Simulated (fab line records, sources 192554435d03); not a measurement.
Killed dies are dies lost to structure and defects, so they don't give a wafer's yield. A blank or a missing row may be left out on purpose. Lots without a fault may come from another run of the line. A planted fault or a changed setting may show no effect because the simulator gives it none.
Which tool did it? | flow n5_finfet | 10 lots, 30 wafers sampled, at 6 steps of a route of 1938

WHAT THE GAUGES READ, wafer by wafer
N5_ILD0_THK_MEAS_13. Usual: thk_nm 17.9 nm, standard deviation 0.87.
lot  | measured    | on            | thk_nm (nm)    | flag
L986 | day 5 06:43 | film_metro-01 | 17.5 17.7 17.5 |
L987 | day 5 12:07 | film_metro-01 | 18.4 18.4 18.8 |
L989 | day 5 22:41 | film_metro-01 | 17.1 17.2 16.2 |
L990 | day 6 06:15 | film_metro-02 | 19.1 18.3 18.1 |
L991 | day 6 12:19 | film_metro-01 | 18.0 16.9 18.0 |
L992 | day 6 16:27 | film_metro-02 | 19.3 18.2 18.8 |
L993 | day 6 23:13 | film_metro-02 | 17.1 17.7 18.9 |
L100 | day 8 15:50 | film_metro-01 | 19.3 16.9 18.7 |
L102 | day 9 09:47 | film_metro-01 | 17.6 17.5 19.3 |
L103 | day 9 13:17 | film_metro-02 | 17.4 18.1 17.8 |

N5_SDB_CD_MEAS_11: target cd 50 nm. Usual: cd_nm 49.8 nm, standard deviation 0.75.
lot  | measured    | on        | cd_nm (nm)     | flag
L986 | day 5 07:14 | cd_sem-03 | 48.5 49.8 49.1 |
L987 | day 5 12:31 | cd_sem-02 | 48.9 48.9 50.2 |
L989 | day 5 23:12 | cd_sem-01 | 48.7 49.8 49.9 |
L990 | day 6 06:46 | cd_sem-01 | 48.7 49.2 49.1 |
L991 | day 6 12:41 | cd_sem-01 | 50.9 50.5 49.6 |
L992 | day 6 16:50 | cd_sem-01 | 49.5 49.6 49.5 |
L993 | day 6 23:44 | cd_sem-02 | 50.0 50.6 50.3 |
L100 | day 8 16:20 | cd_sem-03 | 50.0 50.7 49.2 |
L102 | day 9 10:18 | cd_sem-02 | 49.8 48.7 48.8 |
L103 | day 9 13:48 | cd_sem-02 | 48.7 49.9 50.6 |

N5_SDB_OVL_MEAS_12. Usual: SDB_OVL 0.2 nm, standard deviation 0.65.
lot  | measured    | on         | SDB_OVL (nm)   | flag
L986 | day 5 07:16 | overlay-01 | 0.2 0.7 0.7    |
L987 | day 5 12:32 | overlay-02 | 0.9 0.3 0.6    |
L989 | day 5 23:14 | overlay-02 | 0.5 0.4 0.7    |
L990 | day 6 06:48 | overlay-01 | -0.2 -0.6 -0.6 |
L991 | day 6 12:43 | overlay-01 | 0.3 -0.8 -0.1  |
L992 | day 6 16:52 | overlay-01 | -0.1 -0.8 -0.2 |
L993 | day 6 23:46 | overlay-01 | 0.0 0.6 -1.2   |
L100 | day 8 16:22 | overlay-01 | -0.1 0.5 1.0   |
L102 | day 9 10:20 | overlay-01 | 0.2 0.3 0.6    |
L103 | day 9 13:50 | overlay-02 | -0.6 0.5 -1.2  |

N5_BEOL_M4_RC_MEAS_101. Usual: DIBL_N 36.4 mV/V, standard deviation 1.5; DIBL_P 36.4 mV/V, standard deviation 1.6; IOFF_N 0.164 nA/um, standard deviation 0.025; IOFF_P 0.214 nA/um, standard deviation 0.028; ION_N 675 uA/um, standard deviation 9.9; ION_P 463 uA/um, standard deviation 6.5; SS_N 71.5 mV/dec, standard deviation 0.5; SS_P 73.3 mV/dec, standard deviation 0.56; VT_N 249.2 mV, standard deviation 2.7; VT_P -250.1 mV, standard deviation 2.8.
lot  | measured     | on        | DIBL_N (mV/V)  | DIBL_P (mV/V)  | IOFF_N (nA/um)    | IOFF_P (nA/um)    | ION_N (uA/um) | ION_P (uA/um) | SS_N (mV/dec)  | SS_P (mV/dec)  | VT_N (mV)         | VT_P (mV)            | flag
L986 | day 9 12:56  | prober-01 | 37.0 37.1 35.8 | 38.9 39.1 37.2 | 0.179 0.171 0.159 | 0.242 0.249 0.212 | 677 676 677   | 462 464 466   | 72.6 72.4 71.5 | 72.9 73.9 73.1 | 247.9 250.5 251.4 | -251.3 -248.7 -248.6 |
L987 | day 9 22:43  | prober-01 | 38.0 39.0 38.1 | 38.1 39.0 37.9 | 0.188 0.219 0.191 | 0.232 0.242 0.228 | 679 694 688   | 458 469 466   | 71.8 72.1 71.2 | 73.6 73.2 74.3 | 246.1 242.9 244.9 | -248.4 -249.2 -249.0 |
L989 | day 10 00:44 | prober-01 | 38.2 38.7 38.6 | 35.8 36.1 36.6 | 0.172 0.184 0.187 | 0.221 0.239 0.254 | 674 681 675   | 459 470 465   | 72.2 72.0 71.8 | 73.0 73.4 73.6 | 249.4 246.6 245.5 | -249.3 -247.6 -248.3 |
L990 | day 10 03:02 | prober-01 | 36.6 36.8 37.5 | 35.7 35.6 36.3 | 0.166 0.178 0.184 | 0.235 0.235 0.242 | 669 674 681   | 464 465 456   | 70.9 71.5 72.0 | 73.8 73.2 73.2 | 247.2 247.5 246.3 | -249.2 -249.1 -250.3 |
L100 | day 13 00:23 | prober-01 | 37.0 36.1 36.7 | 37.4 36.9 37.4 | 0.161 0.150 0.152 | 0.218 0.207 0.208 | 674 677 669   | 463 464 464   | 71.5 72.0 71.9 | 73.1 72.8 73.1 | 247.9 247.4 248.8 | -252.6 -249.7 -250.3 |
L102 | day 13 16:01 | prober-02 | 35.5 36.0 36.3 | 35.8 36.8 36.5 | 0.140 0.158 0.155 | 0.200 0.221 0.216 | 660 670 665   | 457 465 464   | 71.3 72.0 71.7 | 72.4 73.2 72.3 | 250.5 249.4 251.5 | -249.5 -250.0 -250.7 |
L103 | day 13 15:23 | prober-02 | 37.4 36.6 37.8 | 37.1 36.1 36.8 | 0.184 0.164 0.174 | 0.225 0.212 0.218 | 675 674 678   | 464 457 459   | 71.4 71.6 71.2 | 73.8 73.7 74.1 | 246.9 251.0 249.6 | -250.5 -251.4 -249.9 |

WHICH TOOL RAN EACH LOT (tool, then ch and the chambers of the sampled wafers, then the start)
lot  | N5_SDB_ALD_29                    | N5_SDB_CMP_30
L986 | ald_sin-04 ch 0,1,2, day 5 08:07 | cmp-03 ch 0,1,3, day 5 10:51
L987 | ald_sin-02 ch 1,2,3, day 5 13:35 | cmp-01 ch 1,3, day 5 16:21
L989 | ald_sin-01 ch 2,3, day 6 00:05   | cmp-03 ch 1,3, day 6 02:52
L990 | ald_sin-02 ch 0,1,3, day 6 08:26 | cmp-02 ch 0,1,2, day 6 11:10
L991 | ald_sin-02 ch 0,1,3, day 6 13:49 | cmp-03 ch 1,2,3, day 6 16:32
L992 | ald_sin-02 ch 0,1,2, day 6 17:43 | cmp-02 ch 1,2,3, day 6 20:28
L993 | ald_sin-02 ch 0,1, day 7 00:45   | cmp-03 ch 0,3, day 7 03:29
L100 | ald_sin-01 ch 0,1,3, day 8 18:31 | cmp-01 ch 0,1,2, day 8 21:16
L102 | ald_sin-04 ch 1,3, day 9 11:11   | cmp-01 ch 0,2, day 9 13:57
L103 | ald_sin-02 ch 1,2, day 9 14:46   | cmp-01 ch 0,2,3, day 9 17:29
- N5_SDB_ALD_29: deposits SiNx, target thk 30 nm, pulse time 1 s, ald cycles 600.
- N5_SDB_CMP_30: polishes, stops on poly-Si, t overpolish 1.54 s, target thk 30 nm.

WHAT THE TOOLS THEMSELVES READ (means of the sampled wafers that have a number; where no wafer has one, the mark that the record gives instead)
N5_SDB_ALD_29. Usual: chamber_pressure_Torr 2.000 Torr, standard deviation 0.0044; heater_power_outer_w 526 W, standard deviation 75; heater_power_w 840 W, standard deviation 96; precursor_pulse_height_rel 1.003, standard deviation 0.021.
lot  | tool       | chamber_pressure_Torr (Torr) | heater_power_outer_w (W) | heater_power_w (W) | precursor_pulse_height_rel | flag
L986 | ald_sin-04 | 2.001                        | 560                      | 887                | 0.983                      |
L987 | ald_sin-02 | 2.002                        | 491                      | 813                | 1.008                      |
L989 | ald_sin-01 | 1.999                        | 613                      | 904                | 1.007                      |
L990 | ald_sin-02 | 2.000                        | 515                      | 837                | 0.978                      |
L991 | ald_sin-02 | -                            | -                        | -                  | -                          | OFF
L992 | ald_sin-02 | -                            | -                        | -                  | -                          | OFF
L993 | ald_sin-02 | -                            | -                        | -                  | -                          | OFF
L100 | ald_sin-01 | 2.001                        | 513                      | 833                | 0.993                      |
L102 | ald_sin-04 | 1.996                        | 476                      | 740                | 0.996                      |
L103 | ald_sin-02 | 2.002                        | 431                      | 709                | 1.013                      |

N5_SDB_CMP_30. Usual: motor_current_A 12.9 A, standard deviation 1.5; time_to_endpoint_s 17.2 s, standard deviation 2.2.
lot  | tool   | motor_current_A (A) | time_to_endpoint_s (s) | flag
L986 | cmp-03 | 13.3                | 14.0                   |
L987 | cmp-01 | 12.0                | 18.8                   |
L989 | cmp-03 | 12.8                | 17.0                   |
L990 | cmp-02 | 12.5                | 17.9                   |
L991 | cmp-03 | 12.5                | 5.1                    | OFF
L992 | cmp-02 | 12.5                | 5.6                    | OFF
L993 | cmp-03 | 13.6                | 5.5                    | OFF
L100 | cmp-01 | 13.7                | 21.8                   |
L102 | cmp-01 | 14.1                | 19.9                   |
L103 | cmp-01 | 13.8                | 19.4                   |

THE ANSWER, worked out from the rows above alone
Rule: a lot is off if the mean of its wafers that have a number lies more than 3 standard deviations from the usual mean. A lot without any number at a reading at which 4 lots or more have one is off too. The other lots that the step has rows for count as sound. The gauges are gone through in route order, then the tools' own readings, and for those a lot's mean is taken as printed above. The first step at which some lot is off is used, and at that step the reading that is off furthest; a lot without a number counts as furthest.
Off: L991, L992, L993, at N5_SDB_ALD_29 (chamber_pressure_Torr). Without a number there: L991, L992, L993.
A tool fits if, at that step or a process step before it, it ran every lot that is off, and no sound lot after the first of them. None of those tried fits.

WHAT THE SIMULATOR HAD PUT IN
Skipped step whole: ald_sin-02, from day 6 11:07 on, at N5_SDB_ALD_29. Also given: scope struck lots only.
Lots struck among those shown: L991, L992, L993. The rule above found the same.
